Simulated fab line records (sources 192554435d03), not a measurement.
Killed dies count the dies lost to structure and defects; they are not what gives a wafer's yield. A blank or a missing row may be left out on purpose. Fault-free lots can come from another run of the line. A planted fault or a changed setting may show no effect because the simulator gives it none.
Chamber matching | flow n5-finfet | N5_BEOL_M5_ETCH_67 on rie-diel-05 has 4 sister chambers
The step etches SiARC in CF4, target depth 15.6 nm, time 26 s. 18 wafers are shown with their chamber, then 9 later ones without.

## WAFERS, EACH WITH ITS CHAMBER
wafer  | chamber | showerhead-plenum-p-Torr (Torr) | throttle-valve-pct (%) | oes-product-au (a.u.)
L077.3 | 1       | 2.26                            | 15.37                  | 0.75
L077.5 | 0       | 2.09                            | 15.76                  | 0.74
L077.6 | 1       | 2.26                            | 15.35                  | 0.75
L078.1 | 0       | 2.09                            | 15.74                  | 0.73
L078.4 | 3       | 2.12                            | 15.64                  | 0.59
L078.5 | 3       | 2.12                            | 15.63                  | 0.59
L079.1 | 3       | 2.12                            | 15.64                  | 0.59
L079.3 | 2       | 2.24                            | 15.47                  | 0.72
L079.5 | 3       | 2.12                            | 15.63                  | 0.59
L084.1 | 1       | 2.26                            | 15.39                  | 0.74
L084.3 | 0       | 2.09                            | 15.78                  | 0.72
L084.6 | 1       | 2.26                            | 15.39                  | 0.74
L085.2 | 0       | 2.08                            | 15.79                  | 0.72
L085.5 | 0       | 2.08                            | 15.80                  | 0.72
L085.6 | 2       | 2.24                            | 15.48                  | 0.71
L086.3 | 1       | 2.25                            | 15.38                  | 0.73
L086.4 | 2       | 2.24                            | 15.47                  | 0.72
L086.5 | 0       | 2.08                            | 15.78                  | 0.72

SIGNATURES (means of the wafers above)
reading                  | chamber 0 | chamber 1 | chamber 2 | chamber 3 | scatter within a chamber
showerhead-plenum-p-Torr | 2.0850    | 2.2580    | 2.2400    | 2.1200    | 0.00405
throttle-valve-pct       | 15.7750   | 15.3760   | 15.4733   | 15.6350   | 0.0161
oes-product-au           | 0.7250    | 0.7420    | 0.7167    | 0.5900    | 0.00705
Rule: a wafer lies at a distance from a chamber equal to the root of the sum of squares, over the readings, of (its reading less the chamber's mean, divided by the reading's scatter). If the next closest chamber is less than 2 further off than the closest, the wafer can't be placed; otherwise it belongs to the closest. The scatter: take each reading less its chamber's mean, square it, sum over the shown wafers, divide by the number of wafers less the number of chambers, and take the root.

## WAFERS WHOSE CHAMBER IS MISSING
wafer  | showerhead-plenum-p-Torr (Torr) | throttle-valve-pct (%) | oes-product-au (a.u.)
L092.4 | 2.24                            | 15.51                  | 0.70
L092.5 | 2.11                            | 15.16                  | 0.83
L092.6 | 2.24                            | 15.50                  | 0.70
L093.1 | 2.24                            | 15.53                  | 0.70
L093.4 | 2.25                            | 15.43                  | 0.72
L093.6 | 2.25                            | 15.43                  | 0.72
L097.1 | 2.23                            | 15.54                  | 0.70
L097.3 | 2.08                            | 15.84                  | 0.70
L097.6 | 2.24                            | 15.45                  | 0.71

## THE CHAMBER EACH PASSED THROUGH
wafer  | from the rows above          | in truth
L092.4 | 2                            | 2
L092.5 | can't be placed: 2 or 1 or 0 | 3
L092.6 | 2                            | 2
L093.1 | 2                            | 2
L093.4 | can't be placed: 2 or 1      | 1
L093.6 | can't be placed: 2 or 1      | 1
L097.1 | 2                            | 2
L097.3 | 0                            | 0
L097.6 | 2                            | 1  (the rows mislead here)
Correctly placed: 5 of 9. Not placeable from these rows: 3 (in 2, the candidates include the true chamber). Placed wrongly: 1.
